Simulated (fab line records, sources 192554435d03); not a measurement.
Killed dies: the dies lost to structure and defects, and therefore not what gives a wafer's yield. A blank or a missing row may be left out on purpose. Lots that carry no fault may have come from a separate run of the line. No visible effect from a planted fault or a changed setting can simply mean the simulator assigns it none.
Which tool was responsible? | flow n5-finfet | 24 lots, 72 wafers sampled, at 5 steps of a route of 1938

== WHAT THE GAUGES READ, wafer by wafer ==
N5_WELL_APT_INSPECT_10: inspects for defects (macro). Usual: raw-defect-count reads 2.0 (standard deviation 1.4).
lot  | measured    | on                | raw-defect-count | flag
L074 | day 1 13:50 | defect-inspect-01 | 1 1 6            |
L075 | day 1 19:37 | defect-inspect-02 | 1 1 1            |
L076 | day 2 01:44 | defect-inspect-02 | 1 1 1            |
L077 | day 2 07:46 | defect-inspect-01 | 1 0 2            |
L078 | day 2 13:37 | defect-inspect-02 | 1 4 3            |
L079 | day 2 19:44 | defect-inspect-01 | 5 4 3            |
L080 | day 3 01:52 | defect-inspect-01 | 1 2 2            |
L081 | day 3 08:08 | defect-inspect-01 | 0 1 1            |
L082 | day 3 14:07 | defect-inspect-02 | 2 0 0            |
L083 | day 3 19:37 | defect-inspect-01 | 2 2 4            |
L084 | day 4 01:56 | defect-inspect-01 | 3 1 4            |
L085 | day 4 07:37 | defect-inspect-01 | 1 2 1            |
L086 | day 4 13:47 | defect-inspect-01 | 2 1 4            |
L087 | day 4 19:46 | defect-inspect-02 | 1 1 1            |
L088 | day 5 01:46 | defect-inspect-02 | 2 0 2            |
L089 | day 5 07:53 | defect-inspect-01 | 3 1 3            |
L090 | day 5 13:46 | defect-inspect-01 | 3 1 2            |
L091 | day 5 19:46 | defect-inspect-02 | 1 1 0            |
L092 | day 6 01:52 | defect-inspect-02 | 3 0 3            |
L093 | day 6 07:53 | defect-inspect-01 | 1 1 2            |
L094 | day 6 13:37 | defect-inspect-01 | 1 1 1            |
L095 | day 6 19:37 | defect-inspect-02 | 1 1 0            |
L096 | day 7 01:37 | defect-inspect-01 | 0 2 2            |
L097 | day 7 11:59 | defect-inspect-01 | 2 1 0            |

N5_FIN_CUT_CD_MEAS_08: target cd 29.1 nm. Usual: cd-nm reads 29.14 nm (standard deviation 0.22).
lot  | measured    | on        | cd-nm (nm)        | flag
L074 | day 2 03:14 | cd-sem-02 | 29.23 29.40 29.36 |
L075 | day 2 08:46 | cd-sem-03 | 29.51 29.27 29.10 |
L076 | day 2 14:50 | cd-sem-01 | 29.28 29.27 28.92 |
L077 | day 2 20:04 | cd-sem-03 | 28.92 29.01 28.76 |
L078 | day 3 02:34 | cd-sem-02 | 28.69 29.32 29.18 |
L079 | day 3 08:38 | cd-sem-03 | 29.59 29.25 28.71 |
L080 | day 3 15:20 | cd-sem-03 | 29.18 29.27 29.42 |
L081 | day 3 21:02 | cd-sem-03 | 29.44 29.17 29.36 |
L082 | day 4 03:12 | cd-sem-03 | 28.97 29.31 28.91 |
L083 | day 4 09:04 | cd-sem-01 | 28.99 28.93 29.24 |
L084 | day 4 15:55 | cd-sem-03 | 29.02 29.25 29.36 |
L085 | day 4 21:34 | cd-sem-02 | 29.26 28.95 28.82 |
L086 | day 5 04:56 | cd-sem-01 | 29.00 28.94 29.02 |
L087 | day 5 10:09 | cd-sem-02 | 29.08 29.21 29.62 |
L088 | day 5 16:14 | cd-sem-03 | 28.80 28.84 28.71 |
L089 | day 5 21:23 | cd-sem-03 | 29.27 29.32 29.08 |
L090 | day 6 03:14 | cd-sem-01 | 29.42 28.97 28.94 |
L091 | day 6 08:16 | cd-sem-03 | 29.02 29.35 29.33 |
L092 | day 6 14:38 | cd-sem-02 | 28.86 28.84 29.28 |
L093 | day 6 22:20 | cd-sem-02 | 29.21 28.97 29.08 |
L094 | day 7 03:31 | cd-sem-01 | 29.13 29.41 29.26 |
L095 | day 7 09:04 | cd-sem-02 | 29.38 29.18 29.21 |
L096 | day 7 17:30 | cd-sem-02 | 29.33 29.06 29.25 |
L097 | day 8 00:15 | cd-sem-02 | 29.37 28.84 29.20 |

== WHAT TOOL EACH LOT RAN ON (gives the tool, then ch and the chambers of the sampled wafers, and finally the start) ==
lot  | N5_FIN_SAQP_ETCH_65             | N5_FIN_SAQP_MANDREL_ETCH_58     | N5_FIN_SAQP_HM_CD_35
L074 | rie-si-05 ch 0,2,3, day 2 00:24 | rie-si-05 ch 0,2,3, day 2 00:26 | cd-sem-02, day 2 02:23
L075 | rie-si-05 ch 0,1,2, day 2 06:15 | rie-si-05 ch 0,1,2, day 2 06:17 | cd-sem-02, day 2 08:01
L076 | rie-si-04 ch 0,1,2, day 2 12:10 | rie-si-04 ch 0,1,2, day 2 12:13 | cd-sem-02, day 2 14:05
L077 | rie-si-04 ch 0,2,3, day 2 17:47 | rie-si-04 ch 0,2,3, day 2 17:49 | cd-sem-03, day 2 19:26
L078 | rie-si-04 ch 0,1,3, day 3 00:05 | rie-si-04 ch 0,1,3, day 3 00:07 | cd-sem-02, day 3 01:56
L079 | rie-si-05 ch 1,2,3, day 3 06:14 | rie-si-05 ch 1,2,3, day 3 06:17 | cd-sem-02, day 3 07:53
L080 | rie-si-05 ch 1,2, day 3 12:18   | rie-si-05 ch 1,2, day 3 12:20   | cd-sem-01, day 3 14:43
L081 | rie-si-04 ch 0,1,3, day 3 18:34 | rie-si-04 ch 0,1,3, day 3 18:35 | cd-sem-01, day 3 20:17
L082 | rie-si-05 ch 0,1,2, day 4 00:44 | rie-si-05 ch 0,1,2, day 4 00:46 | cd-sem-01, day 4 02:27
L083 | rie-si-05 ch 0,1, day 4 06:40   | rie-si-05 ch 0,1, day 4 06:43   | cd-sem-01, day 4 08:27
L084 | rie-si-04 ch 1,3, day 4 13:38   | rie-si-04 ch 1,3, day 4 13:40   | cd-sem-02, day 4 15:18
L085 | rie-si-03 ch 0,1,2, day 4 19:12 | rie-si-03 ch 0,1,2, day 4 19:14 | cd-sem-02, day 4 20:58
L086 | rie-si-04 ch 0,2,3, day 5 01:57 | rie-si-04 ch 0,2,3, day 5 01:59 | cd-sem-03, day 5 04:19
L087 | rie-si-03 ch 1,2, day 5 06:40   | rie-si-03 ch 1,2, day 5 06:42   | cd-sem-02, day 5 09:25
L088 | rie-si-04 ch 1,3, day 5 13:44   | rie-si-04 ch 1,3, day 5 13:46   | cd-sem-01, day 5 15:37
L089 | rie-si-04 ch 1,3, day 5 19:06   | rie-si-04 ch 1,3, day 5 19:08   | cd-sem-01, day 5 20:46
L090 | rie-si-03 ch 0,1, day 6 00:57   | rie-si-03 ch 0,1, day 6 00:59   | cd-sem-03, day 6 02:37
L091 | rie-si-03 ch 0,1,2, day 6 05:55 | rie-si-03 ch 0,1,2, day 6 05:56 | cd-sem-01, day 6 07:38
L092 | rie-si-03 ch 1,2, day 6 12:22   | rie-si-03 ch 1,2, day 6 12:23   | cd-sem-01, day 6 14:01
L093 | rie-si-03 ch 0,1,3, day 6 19:56 | rie-si-03 ch 0,1,3, day 6 19:59 | cd-sem-03, day 6 21:43
L094 | rie-si-04 ch 0,1,3, day 7 00:49 | rie-si-04 ch 0,1,3, day 7 00:52 | cd-sem-02, day 7 02:46
L095 | rie-si-03 ch 1,2,3, day 7 06:14 | rie-si-03 ch 1,2,3, day 7 06:16 | cd-sem-02, day 7 08:19
L096 | rie-si-04 ch 0,3, day 7 14:54   | rie-si-04 ch 0,3, day 7 14:56   | cd-sem-03, day 7 16:53
L097 | rie-si-04 ch 1,2,3, day 7 21:50 | rie-si-04 ch 1,2,3, day 7 21:53 | cd-sem-01, day 7 23:30
- N5_FIN_SAQP_ETCH_65: etches SiO2 in CF4, target depth 4 nm, time 4.4 s.
- N5_FIN_SAQP_MANDREL_ETCH_58: etches a-Si in HBr/Cl2, stops on SiNx, target depth 45 nm, bt time 10 s, time 27 s.
- N5_FIN_SAQP_HM_CD_35: target cd 8 nm.

== WHAT THE TOOLS THEMSELVES READ (means of the sampled wafers that have a number; where no wafer has one, the mark that the record gives instead) ==
N5_FIN_SAQP_ETCH_65. Usual: drypump-motor-current-A 5.6 A, standard deviation 0.34; oes-product-au 1.001 a.u., standard deviation 0.024; rf-fwd-power-W 790 W, standard deviation 3.6; throttle-valve-pct 21.75 %, standard deviation 0.17.
lot  | tool      | drypump-motor-current-A (A) | oes-product-au (a.u.) | rf-fwd-power-W (W) | throttle-valve-pct (%) | flag
L074 | rie-si-05 | 5.4                         | 0.991                 | 787                | 22.05                  |
L075 | rie-si-05 | 5.4                         | 1.001                 | 789                | 22.01                  |
L076 | rie-si-04 | 5.7                         | 1.029                 | 790                | 21.68                  |
L077 | rie-si-04 | 5.6                         | 0.992                 | 791                | 21.66                  |
L078 | rie-si-04 | 5.8                         | 1.007                 | 790                | 21.71                  |
L079 | rie-si-05 | 5.5                         | 0.991                 | 791                | 21.97                  |
L080 | rie-si-05 | 5.5                         | 0.995                 | 789                | 21.92                  |
L081 | rie-si-04 | 5.8                         | 1.008                 | 792                | 21.71                  |
L082 | rie-si-05 | 5.4                         | 1.013                 | 788                | 21.98                  |
L083 | rie-si-05 | 5.4                         | 1.010                 | 787                | 21.99                  |
L084 | rie-si-04 | 5.8                         | 0.997                 | 794                | 21.70                  |
L085 | rie-si-03 | 5.7                         | 0.992                 | 788                | 21.68                  |
L086 | rie-si-04 | 5.6                         | 0.994                 | 788                | 21.66                  |
L087 | rie-si-03 | 5.8                         | 0.991                 | 791                | 21.76                  |
L088 | rie-si-04 | 5.7                         | 0.994                 | 791                | 21.69                  |
L089 | rie-si-04 | 5.8                         | 1.021                 | 791                | 21.71                  |
L090 | rie-si-03 | 5.3                         | 0.997                 | 790                | 21.73                  |
L091 | rie-si-03 | 5.6                         | 0.992                 | 789                | 21.68                  |
L092 | rie-si-03 | 6.0                         | 0.990                 | 787                | 21.64                  |
L093 | rie-si-03 | 5.2                         | 0.989                 | 789                | 21.65                  |
L094 | rie-si-04 | 5.8                         | 1.013                 | 790                | 21.71                  |
L095 | rie-si-03 | 5.5                         | 0.981                 | 789                | 21.61                  |
L096 | rie-si-04 | 5.8                         | 0.993                 | 792                | 21.71                  |
L097 | rie-si-04 | 5.6                         | 1.010                 | 788                | 21.67                  |

N5_FIN_SAQP_MANDREL_ETCH_58. Usual: drypump-motor-current-A 5.6 A, standard deviation 0.34; oes-product-au 0.697 a.u., standard deviation 0.012; rf-fwd-power-W 794 W, standard deviation 3.2; throttle-valve-pct 35.52 %, standard deviation 0.2.
lot  | tool      | drypump-motor-current-A (A) | oes-product-au (a.u.) | rf-fwd-power-W (W) | throttle-valve-pct (%) | flag
L074 | rie-si-05 | 5.4                         | 0.695                 | 796                | 35.76                  |
L075 | rie-si-05 | 5.5                         | 0.696                 | 793                | 35.74                  |
L076 | rie-si-04 | 5.7                         | 0.709                 | 795                | 35.44                  |
L077 | rie-si-04 | 5.6                         | 0.695                 | 794                | 35.48                  |
L078 | rie-si-04 | 5.8                         | 0.700                 | 798                | 35.48                  |
L079 | rie-si-05 | 5.5                         | 0.706                 | 796                | 35.73                  |
L080 | rie-si-05 | 5.5                         | 0.697                 | 798                | 35.71                  |
L081 | rie-si-04 | 5.8                         | 0.693                 | 796                | 35.48                  |
L082 | rie-si-05 | 5.5                         | 0.707                 | 792                | 35.76                  |
L083 | rie-si-05 | 5.4                         | 0.701                 | 792                | 35.77                  |
L084 | rie-si-04 | 5.8                         | 0.686                 | 797                | 35.48                  |
L085 | rie-si-03 | 5.7                         | 0.703                 | 794                | 35.45                  |
L086 | rie-si-04 | 5.6                         | 0.698                 | 795                | 35.48                  |
L087 | rie-si-03 | 5.8                         | 0.700                 | 796                | 35.54                  |
L088 | rie-si-04 | 5.8                         | 0.694                 | 795                | 35.46                  |
L089 | rie-si-04 | 5.8                         | 0.708                 | 796                | 35.41                  |
L090 | rie-si-03 | 5.3                         | 0.693                 | 798                | 35.50                  |
L091 | rie-si-03 | 5.6                         | 0.696                 | 793                | 35.47                  |
L092 | rie-si-03 | 5.9                         | 0.701                 | 793                | 35.41                  |
L093 | rie-si-03 | 5.2                         | 0.690                 | 792                | 35.36                  |
L094 | rie-si-04 | 5.8                         | 0.697                 | 794                | 35.49                  |
L095 | rie-si-03 | 5.5                         | 0.693                 | 793                | 35.34                  |
L096 | rie-si-04 | 5.8                         | 0.689                 | 795                | 35.53                  |
L097 | rie-si-04 | 5.6                         | 0.703                 | 798                | 35.43                  |

N5_FIN_SAQP_HM_CD_35. Usual: cd-nm reads 8.13 nm (standard deviation 0.23).
lot  | tool      | cd-nm (nm) | flag
L074 | cd-sem-02 | 8.08       |
L075 | cd-sem-02 | 8.19       |
L076 | cd-sem-02 | 8.13       |
L077 | cd-sem-03 | 8.04       |
L078 | cd-sem-02 | 8.51       |
L079 | cd-sem-02 | 8.07       |
L080 | cd-sem-01 | 8.34       |
L081 | cd-sem-01 | 7.82       |
L082 | cd-sem-01 | 8.19       |
L083 | cd-sem-01 | 8.23       |
L084 | cd-sem-02 | 8.02       |
L085 | cd-sem-02 | 8.04       |
L086 | cd-sem-03 | 8.19       |
L087 | cd-sem-02 | 8.06       |
L088 | cd-sem-01 | 7.94       |
L089 | cd-sem-01 | 8.09       |
L090 | cd-sem-03 | 8.01       |
L091 | cd-sem-01 | 7.99       |
L092 | cd-sem-01 | 8.39       |
L093 | cd-sem-03 | 8.10       |
L094 | cd-sem-02 | 8.36       |
L095 | cd-sem-02 | 8.22       |
L096 | cd-sem-03 | 8.06       |
L097 | cd-sem-01 | 8.14       |

== THE ANSWER, worked out from the rows above alone ==
Rule: a lot counts as off when the mean over its wafers that have a number is more than 3 standard deviations away from the usual mean. A lot without any number at a reading at which 4 lots or more have one is off too. The other lots that the step has rows for count as sound. The gauges are gone through in route order, then the tools' own readings, and for those a lot's mean is taken as printed above. The first step at which some lot is off is used, and at that step the reading that is off furthest; a lot without a number counts as furthest.
Across all readings shown, no lot is off: no conclusion can be drawn from this.

== WHAT THE SIMULATOR PUT IN ==
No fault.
